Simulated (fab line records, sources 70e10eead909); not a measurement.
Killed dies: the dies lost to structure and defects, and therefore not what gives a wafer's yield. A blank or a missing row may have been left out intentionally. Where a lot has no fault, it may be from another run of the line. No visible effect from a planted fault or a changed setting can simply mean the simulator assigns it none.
Comparing a struck lot with a sound one | flow nandHarc | 15 steps out of a route of 1302
Sound: the wafers L997.2, L997.5, L997.6. Wafers L106.2, L106.3, L106.4 were the ones struck. The cause comes at the end.
For every step that has rows: the tool of each side, followed by ch and its chambers, followed by its first start. Under that, the readings that differ: sound wafers | struck wafers | difference of the means | sigmas: that difference in standard deviations of wafers without a fault.
alike: words and numbers the same on both sides, and readings whose means are apart by under 2 such deviations; not compared: readings that were withheld, readings missing a value for some wafer, numbers with overlapping values and no deviation given by the record, and bounds like >300 which may hide the same value.
Wherever a step has rows on one side only, a row that says differs or no value, or a row with sigmas, the two part there. When numbers do not overlap yet have no deviation, they are printed without sigmas and do not part them. A reading missing from all wafers of one side parts the sides only when that side holds two or more wafers.

NHARC_THIN_TSV_GRIND_00:
  sound on grinder-01 ch 0, day 24 17:51; struck on grinder-01 ch 0, day 28 03:00
  alike: motorCurrentA
NHARC_THIN_TSV_CMP_01: polishes.
  sound on cmp-02 ch 0,1,3, day 24 18:58; struck on cmp-01 ch 0,1,2, day 28 04:02
  alike: motorCurrentA
NHARC_THIN_TSV_THK_MEAS_02: measures by ir.
  struck on filmMetro-01, day 28 04:17; sound on filmMetro-01, day 24 19:09
  alike: thkNm
then, 3 steps without rows for these wafers: NHARC_THIN_TSV_SRD_03; NHARC_THIN_TSV_PRECLEAN_41 (cleans in SC1); NHARC_THIN_TSV_SRD_42.
NHARC_THIN_TSV_DEP_43: deposits SiO2, target thk 1328.5 nm.
  sound on pecvd-02 ch 0,2, day 24 19:22; struck on pecvd-01 ch 0,2, day 28 04:33
  alike: rfFwdPowerW, throttleValvePct
then, 5 steps without rows for these wafers: NHARC_THIN_TSV_DEHYDRATE_04 (time 120 s); NHARC_THIN_TSV_HMDS_05 (time 30 s); NHARC_THIN_TSV_COAT_06; NHARC_THIN_TSV_SOFTBAKE_07 (time 95 s); NHARC_THIN_TSV_EBR_08.
NHARC_THIN_TSV_EXPOSE_09: exposes mask TSV.
  sound on krfScanner-01 ch 0, day 24 20:05; struck on krfScanner-02 ch 0, day 28 05:13
reading           | sound             | struck            | difference | sigmas
exposureDoseMJCm2 | 30.68 30.64 30.63 | 28.20 28.21 28.19 | -2.45      | -79
  alike: mask
then, 1 step without rows for these wafers: NHARC_THIN_TSV_PEB_10 (peb time 85 s).
NHARC_END_SORT_01:
  sound on prober-02 ch 0, day 25 12:01; struck on prober-02 ch 0, day 28 21:07
reading    | sound | struck | difference | sigmas
killedOpen | 3 1 0 | 3 5 7  | +4         | +2
  alike: defectLimitedYield, killedAtArray, killedAtOther, killedAtPeriphery, killedDies, killedShort, sort_bin_2_pct, sort_bin_3_pct, sort_bin_4_pct, sortNPass, sortRimYieldPct, sortYieldPct

WHERE THEY PART
First at NHARC_THIN_TSV_EXPOSE_09; last, within this record, at NHARC_END_SORT_01.

WHY: what the simulator had put in
Process parameters drifting: krfScanner-02 at NHARC_THIN_TSV_EXPOSE_09, beginning at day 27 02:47. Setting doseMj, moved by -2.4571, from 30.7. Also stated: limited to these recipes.
